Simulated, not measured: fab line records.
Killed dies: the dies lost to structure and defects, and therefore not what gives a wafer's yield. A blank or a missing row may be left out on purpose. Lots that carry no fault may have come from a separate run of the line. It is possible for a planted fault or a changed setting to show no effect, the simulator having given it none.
fab line records	flow n5-finfet
[record] lots = 10	wafers = 29	last-day = 17
route steps=1938 shown HKMG_FIN@431 BEOL_M4@1111
lots that met no fault: taken from a fault-free run of the same line
start-h: hours from the record's opening day to when the first of the lot's shown wafers began	wait-h: how many hours have passed since the lot's step before this one	" same as the row above	L1.1+2: a row that stands for several wafers	- no value, or no start was given	* or withheld: withheld	< > ~ a bound
route shown NAME@n: names a module that has steps shown in the file, with the first one's number in the route	usual: the fault-free wafers' mean and standard deviation	same: alike in all rows	chamber/n: place in a boat	sites: per-site readings	_std_site: the standard deviation of these	_edge_site: outer sites' mean less inner sites'	radius-mm: how far each site lies from the wafer's centre	mask NAME#n: copy n	behind: the tool/chamber that last shaped the wafer	hold: why the lot went on hold/how many hours it stayed there/how the hold came to an end	device: whichever transistor did not switch (one of n, p or np)	end of line: at the end of the route, the tests of the same wafers	a step with no rows: only its recipe	killed: count of dies lost to structure and defects at first sort (not the wafer's yield)	map: shows each die of a wafer: x if killed, . if not, _ if none is there
set.NAME: the setting that was run; set.NAME@STEP: the one run at that earlier step	model.NAME: the simulator's own value behind a step, which no gauge read
steps of the route over a sample of lots; a table a step, a row a wafer
services: from which hour (start-h, from the record's first day; less than 0 if before it) a tool's chamber was out of use, for how many hours, and why
[[steps]]
[step N5_HKMG_FIN_OVL_MEAS_13]
[recipe] points-per-wafer = 44
[usual] NWFM_OVL = -0.3/0.73
lot.wafer	tool	chamber	start-h	wait-h	NWFM_OVL[nm]
L845.2	overlay-02	0	87.43	0.0	-0.4
L845.4	"	0	"	"	0.1
L845.6	"	0	"	"	-1.0
L847.2	overlay-02	0	95.99	0.0	-0.7
L847.3	"	0	"	"	-0.2
L847.4	"	0	"	"	-0.9
L848.1	overlay-01	0	104.69	0.0	-0.7
L848.2	"	0	"	"	-0.4
L848.5	"	0	"	"	0.3
L850.3	overlay-02	0	117.54	0.0	0.4
L850.4	"	0	"	"	0.4
L850.6	"	0	"	"	-0.3
L853.1	overlay-02	0	135.72	0.0	-1.1
L853.5	"	0	"	"	-1.9
L853.6	"	0	"	"	-0.5
L860.2	overlay-01	0	178.74	0.0	0.4
L860.3	"	0	"	"	0.3
L860.5	"	0	"	"	-0.3
L861.2	overlay-01	0	181.46	0.0	0.5
L861.4	"	0	"	"	0.6
L861.6	"	0	"	"	0.6
L862.1	overlay-01	0	188.13	0.0	-0.6
L862.2	"	0	"	"	-0.7
L863.2	overlay-01	0	195.21	0.0	-0.5
L863.3	"	0	"	"	-0.4
L863.4	"	0	"	"	-0.3
L864.1	overlay-02	0	200.35	0.0	-1.0
L864.3	"	0	"	"	0.5
L864.5	"	0	"	"	-0.6
[step N5_HKMG_FIN_ALD_71]
[recipe] material = TiN	target-thk-a = 10	temp-c = 400	ald-precursor-family = TiCl4	ald-co-reactant = NH3	pulse-time-s = 1	purge-time-s = 3	co-reactant-purge-time-s = 2	co-reactant-pulse-time-s = 2	ald-cycles = 47	pressure-torr = 3
[usual] ald-cycles = 47/0	heater-power-w = 884/75	precursor-pulse-height-rel = 0.999/0.021
lot.wafer	tool	chamber	start-h	wait-h	ald-cycles	heater-power-w	precursor-pulse-height-rel
L845.2	ald-metal-02	2	89.54	0.0	47	838	0.985
L845.4	"	1	"	"	47	890	1.035
L845.6	"	2	"	"	47	811	1.010
L847.2	ald-metal-03	1	98.46	0.0	47	1036	0.990
L847.3	"	0	"	"	47	824	0.996
L847.4	"	3	"	"	47	826	1.033
L848.1	ald-metal-02	1	106.81	0.0	47	904	1.020
L848.2	"	3	"	"	47	944	1.029
L848.5	"	2	"	"	47	810	0.975
L850.3	ald-metal-03	0	120.36	0.2	47	816	1.019
L850.4	"	3	"	"	47	844	0.966
L850.6	"	3	"	"	47	812	0.995
L853.1	ald-metal-03	1	137.83	0.0	47	1037	1.011
L853.5	"	0	"	"	47	830	0.999
L853.6	"	1	"	"	47	1058	0.998
L860.2	ald-metal-03	1	180.94	0.0	50	1047	1.010
L860.3	"	3	"	"	47	834	0.981
L860.5	"	1	"	"	47	1060	0.978
L861.2	ald-metal-03	2	183.71	0.0	50	812	1.021
L861.4	"	1	"	"	47	1057	0.965
L861.6	"	3	"	"	50	838	0.979
L862.1	ald-metal-03	3	190.28	0.0	47	859	1.004
L862.2	"	0	"	"	50	836	0.983
L863.2	ald-metal-02	0	197.33	0.0	47	865	1.007
L863.3	"	2	"	"	47	805	1.009
L863.4	"	3	"	"	47	926	1.024
L864.1	ald-metal-02	2	202.49	0.0	47	801	0.957
L864.3	"	0	"	"	47	868	0.995
L864.5	"	0	"	"	47	854	1.005
[step N5_HKMG_FIN_ALD_21]
[recipe] material = TiN	target-thk-a = 15	temp-c = 400	ald-precursor-family = TiCl4	ald-co-reactant = NH3	pulse-time-s = 1	purge-time-s = 3	co-reactant-purge-time-s = 2	co-reactant-pulse-time-s = 2	ald-cycles = 68	pressure-torr = 3
[usual] ald-cycles = 68/0	heater-power-w = 912/70	precursor-pulse-height-rel = 0.999/0.019
lot.wafer	tool	chamber	start-h	wait-h	ald-cycles	heater-power-w	precursor-pulse-height-rel
L845.2	ald-metal-01	1	90.63	0.3	68	1007	0.981
L845.4	"	3	"	"	68	975	0.991
L845.6	"	1	"	"	68	1043	0.989
L847.2	ald-metal-01	3	99.54	0.3	68	986	0.985
L847.3	"	2	"	"	68	909	1.021
L847.4	"	0	"	"	68	872	1.011
L848.1	ald-metal-01	3	107.91	0.3	68	976	0.984
L848.2	"	1	"	"	68	1000	0.991
L848.5	"	2	"	"	68	906	0.993
L850.3	ald-metal-01	1	121.73	0.1	68	1010	0.983
L850.4	"	1	"	"	68	995	0.994
L850.6	"	2	"	"	68	907	1.031
L853.1	ald-metal-02	2	138.91	0.3	68	837	1.000
L853.5	"	0	"	"	68	850	0.986
L853.6	"	3	"	"	68	941	0.965
L860.2	ald-metal-01	1	182.03	0.3	68	1019	0.995
L860.3	"	3	"	"	68	1008	0.992
L860.5	"	2	"	"	68	907	0.994
L861.2	ald-metal-01	3	184.86	0.3	68	984	1.006
L861.4	"	1	"	"	68	1025	0.998
L861.6	"	0	"	"	68	868	0.972
L862.1	ald-metal-02	0	191.36	0.3	68	890	1.010
L862.2	"	1	"	"	68	893	1.002
L863.2	ald-metal-02	1	198.43	0.3	68	902	1.030
L863.3	"	3	"	"	68	911	1.000
L863.4	"	2	"	"	68	835	1.012
L864.1	ald-metal-02	3	203.58	0.3	68	916	1.007
L864.3	"	0	"	"	68	857	1.030
L864.5	"	3	"	"	68	940	1.009
[step N5_HKMG_FIN_W_FILL_22]
[recipe] material = W	target-thk-a = 600	temp-c = 400	pressure-torr = 39.4	time-s = 18.2
[usual] heater-power-w = 885/73	throttle-valve-pct = 18.9/0.87
lot.wafer	tool	chamber	start-h	wait-h	heater-power-w	throttle-valve-pct
L845.2	cvd-w-02	1	91.05	0.0	949	17.6
L845.4	"	1	"	"	950	18.0
L845.6	"	0	"	"	909	18.6
L847.2	cvd-w-02	1	99.98	0.0	947	18.1
L847.3	"	1	"	"	934	17.8
L847.4	"	0	"	"	906	18.5
L848.1	cvd-w-01	0	108.33	0.0	870	18.6
L848.2	"	1	"	"	770	20.3
L848.5	"	1	"	"	759	20.3
L850.3	cvd-w-01	1	122.16	0.0	772	20.1
L850.4	"	0	"	"	889	18.5
L850.6	"	1	"	"	776	20.3
L853.1	cvd-w-01	0	139.33	0.0	873	18.6
L853.5	"	1	"	"	784	20.6
L853.6	"	0	"	"	895	18.7
L860.2	cvd-w-02	1	182.46	0.0	966	17.9
L860.3	"	1	"	"	980	17.7
L860.5	"	1	"	"	953	18.1
L861.2	cvd-w-01	1	185.29	0.0	786	20.3
L861.4	"	1	"	"	763	20.2
L861.6	"	0	"	"	873	18.6
L862.1	cvd-w-02	1	191.79	0.0	966	18.0
L862.2	"	0	"	"	939	19.1
L863.2	cvd-w-02	1	198.85	0.0	981	18.1
L863.3	"	0	"	"	941	18.9
L863.4	"	1	"	"	966	18.1
L864.1	cvd-w-01	0	204.00	0.0	896	18.9
L864.3	"	0	"	"	865	18.9
L864.5	"	1	"	"	778	20.3
[step N5_BEOL_M4_RC_MEAS_101]
[usual] DIBL_N = 36.5/1.4	DIBL_P = 36.9/1.7	IOFF_N = 0.163/0.023	IOFF_P = 0.22/0.032	ION_N = 673/9	ION_P = 462/7.5	SS_N = 71.6/0.54	SS_P = 73.4/0.62	VT_N = 249.8/2.8	VT_P = -250/3.5
lot.wafer	tool	chamber	start-h	wait-h	DIBL_N[mV/V]	DIBL_P[mV/V]	IOFF_N[nA/um]	IOFF_P[nA/um]	ION_N[uA/um]	ION_P[uA/um]	SS_N[mV/dec]	SS_P[mV/dec]	VT_N[mV]	VT_P[mV]
L845.2	prober-02	0	182.56	0.2	36.8	36.5	0.161	0.26	684	479	71.6	73.5	249.2	-243
L845.4	"	0	"	"	37.5	36.5	0.173	0.25	680	475	72.0	73.7	247.9	-248
L845.6	"	0	"	"	38.1	37.9	0.186	0.29	689	482	71.9	73.7	245.9	-244
L847.2	prober-01	0	188.16	0.2	37.6	36.9	0.182	0.29	679	470	71.9	72.8	247.3	-242
L847.3	"	0	"	"	37.0	35.2	0.159	0.25	663	466	72.1	73.0	249.2	-245
L847.4	"	0	"	"	36.0	35.0	0.147	0.25	675	472	71.5	72.7	251.0	-243
L848.1	prober-02	0	210.53	0.0	37.1	37.7	0.158	0.21	673	458	71.7	73.4	250.3	-253
L848.2	"	0	"	"	38.0	39.2	0.177	0.23	682	465	71.6	73.7	247.7	-250
L848.5	"	0	"	"	38.9	40.3	0.197	0.26	686	460	72.0	74.4	247.2	-249
L850.3	prober-01	0	210.98	0.3	36.0	35.8	0.153	0.19	673	455	72.0	73.9	249.3	-253
L850.4	"	0	"	"	37.8	37.9	0.184	0.22	667	450	72.8	73.8	247.4	-251
L850.6	"	0	"	"	37.8	37.7	0.179	0.21	684	457	72.0	73.6	245.8	-253
L853.1	prober-02	0	233.35	0.0	36.8	36.6	0.161	0.23	678	466	71.1	73.2	252.8	-248
L853.5	"	0	"	"	34.4	33.9	0.132	0.19	672	465	70.5	72.3	252.3	-247
L853.6	"	0	"	"	36.3	36.0	0.153	0.23	672	460	71.6	73.4	251.1	-249
L860.2	prober-02	0	276.68	0.2	36.8	38.5	0.177	0.21	687	462	71.9	73.5	247.2	-251
L860.3	"	0	"	"	36.8	38.7	0.182	0.24	684	470	71.7	73.6	248.8	-248
L860.5	"	0	"	"	37.8	40.1	0.198	0.25	688	467	72.4	73.6	244.6	-246
L862.1	prober-01	0	277.93	0.0	33.6	35.0	0.123	0.19	658	461	70.9	72.6	255.1	-251
L862.2	"	0	"	"	35.3	36.8	0.149	0.21	679	464	71.4	73.4	252.5	-252
L861.2	prober-01	0	280.63	0.2	37.0	38.6	0.161	0.21	674	466	71.4	73.5	249.1	-250
L861.4	"	0	"	"	38.6	40.0	0.175	0.22	676	457	72.2	73.9	251.9	-253
L861.6	"	0	"	"	38.9	39.9	0.189	0.23	677	459	72.4	74.1	250.2	-251
L863.2	prober-02	0	282.28	0.2	37.8	39.6	0.191	0.22	679	457	71.9	74.2	247.5	-252
L863.3	"	0	"	"	35.1	36.1	0.142	0.17	671	448	71.0	73.7	251.1	-258
L863.4	"	0	"	"	34.4	35.9	0.128	0.17	656	454	70.8	73.8	255.7	-254
L864.1	prober-01	0	307.65	0.0	32.4	32.4	0.116	0.17	662	457	70.1	72.2	252.3	-253
L864.3	"	0	"	"	33.6	34.1	0.125	0.18	672	472	70.4	72.7	252.2	-251
L864.5	"	0	"	"	33.5	33.6	0.126	0.17	670	458	70.2	72.0	247.5	-254
[[services]]
tool	chamber	start-h	hours	kind
ald-metal-01	1	67.16	-	calibration
ald-metal-02	2	79.18	7.7	repair
ald-metal-02	1	83.73	5.2	repair
ald-metal-01	0	107.44	20.9	repair
ald-metal-03	1	113.25	24.0	repair
ald-metal-03	2	116.12	4.3	repair
ald-metal-03	2	139.43	27.2	repair
ald-metal-02	-	148.37	1.7	repair
cvd-w-02	0	154.19	1.2	repair
ald-metal-01	-	202.06	2.8	pm
[[key]]
[first-sign] step = N5_HKMG_FIN_ALD_71	reading = ald-cycles	direction = up	sigmas = 99+	usual = *	struck = *
effect none on later readings
met-at N5_HKMG_FIN_ALD_71
struck-lots L860,L861,L862
struck-wafers L860.2,L861.2,L861.6,L862.2
not-acting-at N5_HKMG_FIN_OVL_MEAS_13,N5_HKMG_FIN_ALD_21,N5_HKMG_FIN_W_FILL_22
onset-between 137.83 180.94
[fault] kind = process-parameter-drift	tool = ald-metal-03	chamber = -	onset-h = 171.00	steps = N5_HKMG_FIN_ALD_71	channel = ald-cycles	offset = *	shape = step	end-h = 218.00	scope = struck-wafers-only	acts-in = *	stated = *
